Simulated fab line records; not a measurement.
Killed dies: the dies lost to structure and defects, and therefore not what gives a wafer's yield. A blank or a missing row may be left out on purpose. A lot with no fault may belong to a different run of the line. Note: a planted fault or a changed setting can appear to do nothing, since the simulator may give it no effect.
fab line records -- flow n5-finfet
record lots=9, wafers=27, last-day=17
route steps=1938 shown BEOL_M1@767 BEOL_M4@1111 PASSIVATION@1936
lots untouched by any fault: they come from a run of this same line in which no faults occurred
start-h: the number of hours between the record's first day and the start of the first shown wafer of the lot -- wait-h: how many hours have passed since the lot's step before this one -- " the same as in the row above -- L1.1+2: a row that stands for several wafers -- - no value, or no start was given -- * or withheld: withheld -- < > ~ a bound
route shown NAME@n: NAME is a module with steps in the file, n the number in the route of the first one -- usual: the fault-free wafers' mean and standard deviation -- same: alike in all rows -- chamber/n: place in a boat -- sites: the reading at each site -- _std_site: standard deviation of those values -- _edge_site: outer sites' mean less inner sites' -- radius-mm: for every site, how far away it sits from the centre of the wafer -- mask NAME#n: copy n -- behind: the last tool/chamber to shape the wafer -- hold: what put the lot on hold/how long, in hours/how the hold closed -- device: names the non-switching transistor (n, p or np) -- end of line: the same wafers' tests at the end of the route -- a step without rows: its recipe alone -- killed: not the wafer's yield, but the dies lost to structure and defects at the first sort -- map: dies across one wafer; x = killed, . = not, _ = none there
set.NAME: the setting as run; set.NAME@STEP: as run at that earlier step -- model.NAME: the simulator's own value behind a step, which no gauge read
one table for each step of the route and one row for each wafer, over a sample of lots
services: the hour from which a tool's chamber was out of use, counted from the record's first day as start-h (under 0 if before that day), plus the number of hours and why
## steps
# step N5_BEOL_M1_DESCUM_16
# recipe chemistry=O2, time-s=7, source-power-w=50, bias-power-w=20, pressure-mtorr=20, rf-frequency-hz=2.712e+07, temp-c=40, resist=CAR-EUV, o2-flow-sccm=225
# usual chamber-pressure-mTorr=20.001/0.019, drypump-motor-current-A=5.7/0.44, oes-product-au=0.80/0.099, rf-vpp-V=243.0/1.2, showerhead-plenum-p-Torr=2.08/0.059, throttle-valve-pct=20.34/0.14
lot.wafer,tool,chamber,start-h,wait-h,chamber-pressure-mTorr,drypump-motor-current-A,oes-product-au,rf-hours-counter-h,rf-vpp-V,showerhead-plenum-p-Torr,throttle-valve-pct
L373.4,rie-diel-02,3,121.46,0.0,20.000,5.6,0.70,-,245.3,2.17,20.41
L373.5,rie-diel-02,0,121.46,0.0,19.996,5.9,0.72,-,242.6,2.07,20.45
L373.6,rie-diel-02,1,121.46,0.0,20.026,6.1,0.69,-,243.1,2.05,20.62
L375.1,rie-diel-02,0,135.38,0.2,19.999,6.0,0.72,205,243.0,2.07,20.48
L375.3,rie-diel-02,3,135.38,0.2,19.991,5.6,0.70,-,244.4,2.17,20.42
L375.5,rie-diel-02,0,135.38,0.2,19.990,6.0,0.71,-,241.6,2.07,20.46
L376.1,rie-diel-02,2,141.93,0.0,20.004,6.0,1.01,2,243.2,2.06,20.38
L376.2,rie-diel-02,3,141.93,0.0,19.988,5.6,0.70,195,244.0,2.17,20.44
L376.5,rie-diel-02,2,141.93,0.0,20.001,6.0,1.01,-,244.5,2.06,20.41
L378.2,rie-diel-02,2,152.44,0.0,19.994,6.0,0.99,5,243.4,2.06,20.43
L378.4,rie-diel-02,0,152.44,0.0,19.979,5.9,0.72,-,243.1,2.07,20.47
L378.5,rie-diel-02,2,152.44,0.0,20.034,6.0,0.98,-,243.1,2.06,20.41
L379.1,rie-diel-06,3,152.64,0.2,19.967,5.9,0.87,42,242.8,2.05,20.18
L379.4,rie-diel-06,1,152.64,0.2,19.981,6.6,0.89,-,245.4,2.21,20.37
L379.6,rie-diel-06,3,152.64,0.2,19.989,5.9,0.86,-,242.3,2.05,20.18
L381.2,rie-diel-01,3,171.78,0.0,19.996,4.7,0.83,88,242.6,2.03,20.23
L381.3,rie-diel-01,1,171.78,0.0,19.993,5.8,0.75,147,242.0,2.01,20.12
L381.6,rie-diel-01,3,171.78,0.0,20.029,4.7,0.83,-,244.2,2.03,20.25
L386.1,rie-diel-06,1,196.56,0.0,20.007,6.6,0.87,56,244.6,2.21,20.39
L386.2,rie-diel-06,3,196.56,0.0,19.996,5.9,0.84,58,243.2,2.04,20.21
L386.3,rie-diel-06,0,196.56,0.0,20.009,5.8,0.95,18,242.1,2.06,20.19
L387.1,rie-diel-06,0,207.67,0.2,19.998,5.8,0.93,21,242.5,2.06,20.20
L387.4,rie-diel-06,2,207.67,0.2,19.978,5.6,0.69,226,243.4,2.07,20.22
L387.5,rie-diel-06,2,207.67,0.2,19.961,5.7,0.68,-,243.9,2.07,20.24
L395.3,rie-diel-02,0,263.47,0.0,19.993,5.9,0.69,244,242.7,2.06,20.52
L395.4,rie-diel-02,1,263.47,0.0,20.011,6.1,0.92,26,242.3,2.04,20.29
L395.6,rie-diel-02,1,263.47,0.0,20.026,6.1,0.92,-,242.7,2.04,20.29
# step N5_BEOL_M1_ETCH_64
# recipe chemistry=N2/H2, target=SOC, target-depth-a=750, overetch-a=150, mask-material=SiARC, temp-c=40, time-s=112.5, ion-energy-ev=200, pressure-mtorr=30, source-w=840, bias-w=150, n2-flow-sccm=200, h2-flow-sccm=200
# usual bias-w=150.0/0.43, chamber-pressure-mTorr=29.999/0.025, drypump-motor-current-A=5.7/0.44, oes-product-au=0.63/0.074, rf-vpp-V=523.5/2.2, showerhead-plenum-p-Torr=2.53/0.076, throttle-valve-pct=17.73/0.19
lot.wafer,tool,chamber,start-h,wait-h,bias-w,chamber-pressure-mTorr,drypump-motor-current-A,oes-product-au,rf-hours-counter-h,rf-vpp-V,showerhead-plenum-p-Torr,throttle-valve-pct
L373.4,rie-diel-02,3,121.58,0.1,150.7,29.983,5.6,0.56,-,526.3,2.64,17.91
L373.5,rie-diel-02,0,121.58,0.1,149.6,29.998,6.0,0.57,-,521.6,2.52,17.83
L373.6,rie-diel-02,1,121.58,0.1,150.0,29.983,6.1,0.54,-,522.9,2.49,18.00
L375.1,rie-diel-02,0,135.50,0.0,150.4,29.984,6.0,0.57,206,522.8,2.52,17.85
L375.3,rie-diel-02,3,135.50,0.0,149.0,30.014,5.6,0.56,-,527.3,2.64,17.94
L375.5,rie-diel-02,0,135.50,0.0,150.0,29.964,5.9,0.58,-,522.3,2.52,17.85
L376.1,rie-diel-02,2,142.01,0.0,150.4,29.995,6.0,0.79,2,522.7,2.49,17.64
L376.2,rie-diel-02,3,142.01,0.0,150.3,29.985,5.6,0.56,195,525.6,2.64,17.93
L376.5,rie-diel-02,2,142.01,0.0,150.4,29.990,6.0,0.78,-,523.3,2.49,17.65
L378.2,rie-diel-02,2,152.52,0.0,149.9,30.016,6.0,0.78,5,522.0,2.49,17.65
L378.4,rie-diel-02,0,152.52,0.0,149.8,30.008,5.9,0.57,-,523.1,2.52,17.85
L378.5,rie-diel-02,2,152.52,0.0,149.3,30.017,6.0,0.78,-,523.4,2.49,17.64
L379.1,rie-diel-06,3,152.72,0.0,150.2,29.998,5.9,0.68,42,522.8,2.48,17.51
L379.4,rie-diel-06,1,152.72,0.0,150.0,29.973,6.6,0.71,-,528.0,2.69,17.77
L379.6,rie-diel-06,3,152.72,0.0,149.7,29.976,5.9,0.68,-,523.5,2.48,17.54
L381.2,rie-diel-01,3,171.86,0.0,149.6,30.012,4.7,0.65,88,520.1,2.47,17.61
L381.3,rie-diel-01,1,171.86,0.0,149.5,30.056,5.8,0.60,147,521.1,2.44,17.53
L381.6,rie-diel-01,3,171.86,0.0,149.3,29.982,4.7,0.65,-,520.8,2.47,17.59
L386.1,rie-diel-06,1,196.64,0.0,150.2,30.036,6.6,0.68,56,528.0,2.68,17.79
L386.2,rie-diel-06,3,196.64,0.0,150.2,30.009,5.9,0.67,58,522.5,2.47,17.55
L386.3,rie-diel-06,0,196.64,0.0,149.6,29.982,5.7,0.73,18,522.2,2.49,17.42
L387.1,rie-diel-06,0,207.75,0.0,148.9,30.035,5.8,0.74,21,523.6,2.49,17.42
L387.4,rie-diel-06,2,207.75,0.0,149.3,30.000,5.7,0.55,226,523.0,2.52,17.68
L387.5,rie-diel-06,2,207.75,0.0,149.2,29.988,5.6,0.55,-,522.5,2.52,17.71
L395.3,rie-diel-02,0,263.55,0.0,149.9,29.978,5.9,0.55,244,522.8,2.50,17.91
L395.4,rie-diel-02,1,263.55,0.0,150.1,30.004,6.0,0.72,26,523.5,2.48,17.57
L395.6,rie-diel-02,1,263.55,0.0,149.4,29.983,6.0,0.72,-,521.4,2.48,17.58
# step N5_BEOL_M1_CD_MEAS_18
# recipe pitch-nm=36, target-cd-nm=18
# usual cd-nm=17.99/0.27
lot.wafer,tool,chamber,start-h,wait-h,cd-nm
L373.4,cd-sem-01,-,121.88,0.0,17.88
L373.5,cd-sem-01,-,121.88,0.0,17.53
L373.6,cd-sem-01,-,121.88,0.0,17.96
L375.1,cd-sem-01,-,135.92,0.0,17.93
L375.3,cd-sem-01,-,135.92,0.0,17.80
L375.5,cd-sem-01,-,135.92,0.0,18.00
L376.1,cd-sem-03,-,142.37,0.0,17.84
L376.2,cd-sem-03,-,142.37,0.0,18.16
L376.5,cd-sem-03,-,142.37,0.0,18.42
L378.2,cd-sem-03,-,152.98,0.1,18.40
L378.4,cd-sem-03,-,152.98,0.1,17.30
L378.5,cd-sem-03,-,152.98,0.1,18.39
L379.1,cd-sem-01,-,153.08,0.1,18.30
L379.4,cd-sem-01,-,153.08,0.1,18.19
L379.6,cd-sem-01,-,153.08,0.1,18.59
L381.2,cd-sem-03,-,172.30,0.1,17.77
L381.3,cd-sem-03,-,172.30,0.1,18.18
L381.6,cd-sem-03,-,172.30,0.1,17.85
L386.1,cd-sem-02,-,196.99,0.0,17.94
L386.2,cd-sem-02,-,196.99,0.0,18.14
L386.3,cd-sem-02,-,196.99,0.0,18.23
L387.1,cd-sem-01,-,208.11,0.0,17.77
L387.4,cd-sem-01,-,208.11,0.0,18.49
L387.5,cd-sem-01,-,208.11,0.0,18.47
L395.3,cd-sem-01,-,263.90,0.1,17.78
L395.4,cd-sem-01,-,263.90,0.1,18.13
L395.6,cd-sem-01,-,263.90,0.1,17.86
# step N5_BEOL_M1_EXPOSE_25
# recipe mask-id=V0, na=0.33, source-shape=quasar, sigma-inner=0.2, sigma-outer=0.8, polarization=unpolarized, defocus-nm=5, target-cd-nm=24, dose-mj=63
lot.wafer,tool,chamber,start-h,wait-h,mask
L373.4+5+6,euv-scanner-01,0,122.20,-,V0#0
L375.1+3+5,euv-scanner-01,0,136.09,-,V0#0
L376.1+2+5,euv-scanner-01,0,142.57,-,V0#0
L378.2+4+5,euv-scanner-02,0,153.29,-,V0#0
L379.1+4+6,euv-scanner-01,0,153.46,-,V0#0
L381.2+3+6,euv-scanner-02,0,172.61,-,V0#0
L386.1+2+3,euv-scanner-02,0,197.29,-,V0#0
L387.1+4+5,euv-scanner-02,0,208.29,-,V0#0
L395.3+4+6,euv-scanner-01,0,264.22,-,V0#0
# step N5_BEOL_M1_CD_MEAS_28
# recipe landing-energy-ev=500, detector=se-inlens, target-cd-y-nm=23.3
# usual cd-nm=23.92/0.24
# same landing-energy-ev=500
lot.wafer,tool,chamber,start-h,wait-h,cd-nm
L373.4,cd-sem-01,0,122.32,-,23.50
L373.5,cd-sem-01,0,122.32,-,23.82
L373.6,cd-sem-01,0,122.32,-,23.81
L375.1,cd-sem-02,0,136.24,-,23.73
L375.3,cd-sem-02,0,136.24,-,23.89
L375.5,cd-sem-02,0,136.24,-,24.31
L376.1,cd-sem-03,0,142.72,-,24.18
L376.2,cd-sem-03,0,142.72,-,23.89
L376.5,cd-sem-03,0,142.72,-,23.90
L378.2,cd-sem-03,0,153.42,-,23.85
L378.4,cd-sem-03,0,153.42,-,23.92
L378.5,cd-sem-03,0,153.42,-,24.13
L379.1,cd-sem-02,0,153.60,-,23.51
L379.4,cd-sem-02,0,153.60,-,23.41
L379.6,cd-sem-02,0,153.60,-,23.82
L381.2,cd-sem-03,0,172.75,-,23.51
L381.3,cd-sem-03,0,172.75,-,23.85
L381.6,cd-sem-03,0,172.75,-,24.23
L386.1,cd-sem-02,0,197.44,-,23.76
L386.2,cd-sem-02,0,197.44,-,23.78
L386.3,cd-sem-02,0,197.44,-,23.98
L387.1,cd-sem-03,0,208.43,-,24.01
L387.4,cd-sem-03,0,208.43,-,24.31
L387.5,cd-sem-03,0,208.43,-,23.83
L395.3,cd-sem-01,0,264.35,-,10.08
L395.4,cd-sem-01,0,264.35,-,10.01
L395.6,cd-sem-01,0,264.35,-,19.68
# step N5_BEOL_M4_RC_MEAS_101
# usual DIBL_N=35.9/1.3, DIBL_P=35.9/1.6, IOFF_N=0.156/0.022, IOFF_P=0.205/0.023, ION_N=675/9, ION_P=463/5.6, SS_N=71.4/0.57, SS_P=73.1/0.52, VT_N=249.7/2.8, VT_P=-250.2/2.5
lot.wafer,tool,chamber,start-h,wait-h,DIBL_N[mV/V],DIBL_P[mV/V],IOFF_N[nA/um],IOFF_P[nA/um],ION_N[uA/um],ION_P[uA/um],SS_N[mV/dec],SS_P[mV/dec],VT_N[mV],VT_P[mV]
L373.4,prober-01,0,155.94,0.5,36.1,36.4,0.151,0.213,667,467,70.4,73.2,251.6,-249.9
L373.5,prober-01,0,155.94,0.5,36.0,36.6,0.157,0.220,686,468,71.2,73.6,250.6,-249.2
L373.6,prober-01,0,155.94,0.5,36.9,37.0,0.162,0.223,670,463,71.6,73.7,251.5,-249.0
L376.1,prober-02,0,178.45,0.0,35.7,36.3,0.169,0.208,679,460,71.8,73.6,247.4,-251.9
L376.2,prober-02,0,178.45,0.0,34.0,33.5,0.136,0.173,663,454,71.2,72.4,252.1,-254.5
L376.5,prober-02,0,178.45,0.0,36.6,37.3,0.185,0.220,680,463,72.8,72.9,247.1,-251.7
L375.1,prober-02,0,180.85,0.0,37.0,36.3,0.171,0.212,677,457,72.1,73.2,249.5,-248.3
L375.3,prober-02,0,180.85,0.0,37.4,37.6,0.182,0.231,680,462,71.4,73.9,246.6,-246.2
L375.5,prober-02,0,180.85,0.0,35.8,35.2,0.143,0.192,673,457,71.3,73.3,249.4,-250.7
L379.1,prober-02,0,199.79,0.0,35.1,35.5,0.141,0.200,668,464,71.0,73.1,250.5,-250.8
L379.4,prober-02,0,199.79,0.0,32.9,32.3,0.109,0.162,660,461,70.1,71.7,255.8,-251.4
L379.6,prober-02,0,199.79,0.0,33.3,33.4,0.113,0.169,665,465,71.1,72.5,254.9,-250.0
L378.2,prober-01,0,200.09,0.2,37.7,37.3,0.194,0.240,682,469,72.6,73.0,245.2,-246.3
L378.4,prober-01,0,200.09,0.2,36.2,35.6,0.164,0.216,675,465,71.2,72.9,248.1,-247.6
L378.5,prober-01,0,200.09,0.2,37.6,38.0,0.195,0.256,681,470,71.1,73.4,243.1,-247.4
L381.2,prober-02,0,222.86,0.2,37.2,36.4,0.155,0.213,672,463,72.2,73.2,249.8,-249.4
L381.3,prober-02,0,222.86,0.2,35.3,34.1,0.128,0.190,656,456,71.9,72.2,253.4,-249.6
L381.6,prober-02,0,222.86,0.2,35.9,35.7,0.136,0.205,661,459,71.6,73.4,250.5,-251.1
L386.1,prober-02,0,235.90,0.0,37.2,36.7,0.181,0.257,677,469,72.4,73.4,246.8,-245.6
L386.2,prober-02,0,235.90,0.0,36.3,35.5,0.157,0.219,664,464,72.0,72.3,250.5,-248.8
L386.3,prober-02,0,235.90,0.0,36.0,35.5,0.153,0.230,669,474,71.7,73.2,252.2,-247.1
L387.1,prober-02,0,256.13,0.0,35.0,34.1,0.152,0.185,682,461,71.5,72.6,249.4,-250.4
L387.4,prober-02,0,256.13,0.0,35.4,34.7,0.160,0.192,683,458,71.3,72.6,248.1,-252.3
L387.5,prober-02,0,256.13,0.0,34.6,34.4,0.155,0.186,685,465,71.3,72.8,248.4,-250.2
# step N5_PASSIVATION_PROBE_49
# usual defect-limited-yield=91.3/1.4, killed_at_M0_to_M3=35/11, killed_at_M4_up=14/5.4, killed-at-contacts=12/6.2, killed-at-front-end=38/11, killed-at-other=4.1/2.8, killed-dies=103/17, killed-on-rim=13/4, killed-open=66/13, killed-short=34/8.2, sort_bin_5_function=5.1/0.89, sort_bin_6_memory=3.3/0.72, sort-n-pass=1077/17, sort-yield-pct=91.3/1.4
# same gross-dies=1180, killed-at-back-side=0, sort_bin_4_leakage[%]=0, sort_bin_8_speed[%]=0
lot.wafer,tool,chamber,start-h,wait-h,defect-limited-yield[%],killed_at_M0_to_M3,killed_at_M4_up,killed-at-contacts,killed-at-front-end,killed-at-other,killed-dies,killed-on-rim,killed-open,killed-short,sort_bin_5_function[%],sort_bin_6_memory[%],sort-n-pass,sort-yield-pct[%]
L376.1,prober-02,-,277.98,0.0,88.6,39,14,21,55,5,134,16,88,42,6.9,3.7,1046,88.6
L376.2,prober-02,-,278.03,0.1,92.8,33,20,9,18,5,85,12,59,25,4.2,2.8,1095,92.8
L376.5,prober-02,-,278.18,0.2,91.8,33,17,13,33,1,97,16,68,23,4.5,3.0,1083,91.8
L375.1,prober-01,-,278.55,0.0,90.3,34,19,10,52,0,115,10,73,38,6.4,2.7,1065,90.3
L375.3,prober-01,-,278.65,0.1,92.0,23,18,5,44,4,94,5,69,24,4.2,3.7,1086,92.0
L375.5,prober-01,-,278.75,0.2,91.8,31,14,14,37,1,97,8,59,32,4.7,3.2,1083,91.8
L378.2,prober-02,-,304.26,0.1,89.4,33,21,28,34,9,125,13,77,42,6.2,3.6,1055,89.4
L378.4,prober-02,-,304.36,0.2,90.1,40,14,26,31,6,117,17,74,38,5.7,4.0,1063,90.1
L378.5,prober-02,-,304.41,0.2,90.2,40,9,13,50,4,116,18,58,55,5.4,3.6,1064,90.2
L386.3,prober-02,-,346.07,0.1,89.7,27,15,7,68,5,122,13,81,40,6.1,3.7,1058,89.7
L387.1,prober-02,-,362.96,0.0,88.7,41,22,9,53,8,133,21,97,36,6.9,3.6,1047,88.7
L387.4,prober-02,-,363.11,0.2,91.4,31,10,15,41,4,101,19,70,30,5.8,2.5,1079,91.4
L387.5,prober-02,-,363.16,0.2,89.7,48,18,6,43,6,121,21,83,36,5.7,4.1,1059,89.7
L395.3,prober-01,-,414.22,0.1,0,1130,21,7,17,5,1180,152,65,29,96.5,2.9,0,0
L395.4,prober-01,-,414.27,0.2,0,1119,17,4,34,6,1180,152,68,34,95.9,4.1,0,0
L395.6,prober-01,-,414.37,0.3,0.5,1115,17,7,34,1,1174,148,78,34,96.1,3.4,6,0.5
# killed by level:class
L376.1 MOL_CONTACT_COAG:geometric-particle:open=17 BEOL_M3:geometric-particle:open=11 FIN_SAQP:geometric-particle:short=10 STI_FIN_REVEAL:geometric-particle:open=10 FIN_SAQP:geometric-particle:open=9 BEOL_M0_SAQP:geometric-particle:open=8 BEOL_M4:geometric-particle:open=6 SPACER0:geometric-particle:open=6
L376.2 BEOL_M4:geometric-particle:open=14 BEOL_M0_SAQP:geometric-particle:open=10 BEOL_M3:geometric-particle:open=9 MOL_CONTACT_COAG:geometric-particle:open=6 BEOL_M1:geometric-particle:open=6 STI_FIN_REVEAL:geometric-particle:open=5 FIN_SAQP:geometric-particle:short=3 MOL_CONTACT_COAG:geometric-particle:short=3
L376.5 MOL_CONTACT_COAG:geometric-particle:open=11 BEOL_M4:geometric-particle:open=11 BEOL_M0_SAQP:geometric-particle:open=10 BEOL_M1:geometric-particle:open=9 BEOL_M3:geometric-particle:open=7 STI_FIN_REVEAL:geometric-particle:open=6 FIN_SAQP:geometric-particle:short=5 STARTING-WAFER:geometric-particle:open=4
L375.1 BEOL_M1:geometric-particle:open=15 FIN_SAQP:geometric-particle:open=10 STI_FIN_REVEAL:geometric-particle:open=10 MOL_CONTACT_COAG:geometric-particle:open=9 STARTING-WAFER:geometric-particle:short=8 BEOL_M1:geometric-particle:short=7 FIN_SAQP:geometric-particle:short=6 BEOL_M4:geometric-particle:open=5
L375.3 FIN_SAQP:geometric-particle:open=20 BEOL_M3:geometric-particle:open=8 BEOL_M4:geometric-particle:open=7 STI_FIN_REVEAL:geometric-particle:open=6 DUMMY_GATE:geometric-particle:open=6 FIN_SAQP:geometric-particle:short=5 BEOL_M0_SAQP:geometric-particle:short=4 BEOL_M1:geometric-particle:open=4
L375.5 FIN_SAQP:geometric-particle:open=11 BEOL_M3:geometric-particle:open=8 MOL_CONTACT_COAG:geometric-particle:open=7 MOL_CONTACT_COAG:geometric-particle:short=5 DUMMY_GATE:geometric-particle:open=5 BEOL_M0_SAQP:geometric-particle:short=5 BEOL_M1:geometric-particle:open=5 FIN_SAQP:geometric-particle:short=4
L378.2 MOL_CONTACT_COAG:geometric-particle:open=22 BEOL_M4:geometric-particle:short=12 BEOL_M0_SAQP:geometric-particle:open=10 BEOL_M0_SAQP:geometric-particle:short=9 STI_FIN_REVEAL:geometric-particle:open=6 DUMMY_GATE:geometric-particle:open=6 MOL_CONTACT_COAG:geometric-particle:short=5 BEOL_M3:geometric-particle:open=5
L378.4 MOL_CONTACT_COAG:geometric-particle:open=20 BEOL_M0_SAQP:geometric-particle:short=11 BEOL_M1:geometric-particle:open=11 GATE_CUT:geometric-particle:short=8 BEOL_M4:geometric-particle:open=7 BEOL_M0_SAQP:geometric-particle:open=6 FIN_SAQP:geometric-particle:open=5 DUMMY_GATE:geometric-particle:open=5
L378.5 BEOL_M0_SAQP:geometric-particle:short=14 BEOL_M2:geometric-particle:open=12 FIN_SAQP:geometric-particle:short=11 MOL_CONTACT_COAG:geometric-particle:open=11 GATE_CUT:geometric-particle:open=10 GATE_CUT:geometric-particle:short=9 BEOL_M0_SAQP:geometric-particle:open=6 FIN_SAQP:geometric-particle:open=5
L386.3 STI_FIN_REVEAL:geometric-particle:open=23 BEOL_M0_SAQP:geometric-particle:short=8 ILD0:geometric-particle:short=7 MOL_CONTACT_COAG:geometric-particle:open=7 FIN_SAQP:geometric-particle:open=6 FIN_SAQP:geometric-particle:short=6 BEOL_M4:geometric-particle:open=6 DUMMY_GATE:geometric-particle:open=5
L387.1 FIN_SAQP:geometric-particle:open=14 BEOL_M4:geometric-particle:open=11 BEOL_M3:geometric-particle:open=10 BEOL_M1:geometric-particle:open=9 DUMMY_GATE:geometric-particle:open=8 MOL_CONTACT_COAG:geometric-particle:open=8 STI_FIN_REVEAL:geometric-particle:open=7 BEOL_M0_SAQP:geometric-particle:short=7
L387.4 MOL_CONTACT_COAG:geometric-particle:open=14 STI_FIN_REVEAL:geometric-particle:open=13 BEOL_M0_SAQP:geometric-particle:open=8 BEOL_M2:geometric-particle:open=8 FIN_SAQP:geometric-particle:short=6 BEOL_M0_SAQP:geometric-particle:short=6 BEOL_M4:geometric-particle:open=6 FIN_SAQP:geometric-particle:open=5
L387.5 BEOL_M0_SAQP:geometric-particle:short=12 BEOL_M0_SAQP:geometric-particle:open=12 STI_FIN_REVEAL:geometric-particle:open=8 BEOL_M2:geometric-particle:open=6 BEOL_M4:geometric-particle:open=6 FIN_SAQP:geometric-particle:open=5 DUMMY_GATE:geometric-particle:open=5 ILD0:geometric-particle:open=5
L395.3 BEOL_M1:area-expose=1083 BEOL_M0_SAQP:geometric-particle:open=14 BEOL_M3:geometric-particle:open=12 BEOL_M0_SAQP:geometric-particle:short=11 BEOL_M4:geometric-particle:open=8 BEOL_M7:geometric-particle:open=7 MOL_CONTACT_COAG:geometric-particle:open=6 BEOL_M1:geometric-particle:open=4
L395.4 BEOL_M1:area-expose=1076 BEOL_M0_SAQP:geometric-particle:short=17 FIN_SAQP:geometric-particle:open=15 BEOL_M0_SAQP:geometric-particle:open=10 BEOL_M3:geometric-particle:open=6 BEOL_M4:geometric-particle:open=6 STI_FIN_REVEAL:geometric-particle:open=5 BEOL_M5:geometric-particle:open=5
L395.6 BEOL_M1:area-expose=1061 FIN_SAQP:geometric-particle:open=14 BEOL_M0_SAQP:geometric-particle:open=11 BEOL_M2:geometric-particle:open=11 BEOL_M3:geometric-particle:open=9 BEOL_M0_SAQP:geometric-particle:short=8 MOL_CONTACT_COAG:geometric-particle:open=7 BEOL_M3:geometric-particle:short=6
## services
tool,chamber,start-h,hours,kind
rie-diel-01,3,103.31,18.9,repair
rie-diel-02,2,105.26,7.6,repair
euv-scanner-01,-,112.18,0.6,repair
rie-diel-02,2,112.90,-,clean
rie-diel-02,2,112.90,-,consumable-replace:focus-ring
rie-diel-02,2,112.90,18.0,scheduled-down
rie-diel-02,2,112.90,18.0,vent-cycle
rie-diel-06,0,115.84,5.3,repair
euv-scanner-01,-,120.51,1.0,repair
rie-diel-06,1,128.14,16.7,repair
euv-scanner-01,-,128.16,1.0,pm
rie-diel-02,1,131.21,-,clean
rie-diel-02,1,131.21,-,consumable-replace:focus-ring
rie-diel-02,2,132.32,6.3,repair
rie-diel-06,2,142.69,23.3,repair
euv-scanner-01,-,176.48,4.6,pm
euv-scanner-01,-,184.31,1.0,pm
euv-scanner-02,-,185.10,9.9,repair
euv-scanner-02,-,195.01,1.0,pm
rie-diel-02,-,215.56,14.6,pm
rie-diel-01,-,231.04,0.4,repair
euv-scanner-01,-,240.46,1.0,pm
euv-scanner-02,-,244.08,1.0,pm
euv-scanner-02,-,261.21,4.6,pm
## key
first-sign step=N5_BEOL_M1_CD_MEAS_28, reading=cd-nm, direction=down, sigmas=45, usual=23.92, struck=13.26
effect step=N5_PASSIVATION_PROBE_49, reading=sort_bin_5_function, direction=up, sigmas=99+, usual=5.1, struck=96.2
more-kills-born-at N5_BEOL_M1_EXPOSE_25@euv-scanner-01=3224
met-at N5_BEOL_M1_EXPOSE_25
struck-lots L395
later-rows-left-out L395.3,L395.4,L395.6
not-acting-at N5_BEOL_M1_DESCUM_16,N5_BEOL_M1_ETCH_64,N5_BEOL_M1_CD_MEAS_18
onset-between 153.46 264.22
also-fits time
fault kind=process-parameter-drift, tool=euv-scanner-01, chamber=-, onset-h=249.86, steps=N5_BEOL_M1_EXPOSE_25, channel=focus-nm, offset=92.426, spread-by-wafer=0.3, shape=step, end-h=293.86
# later-rows-left-out: the simulator's readings of these wafers behind a module that went badly wrong aren't trusted and aren't shown, but for the sort
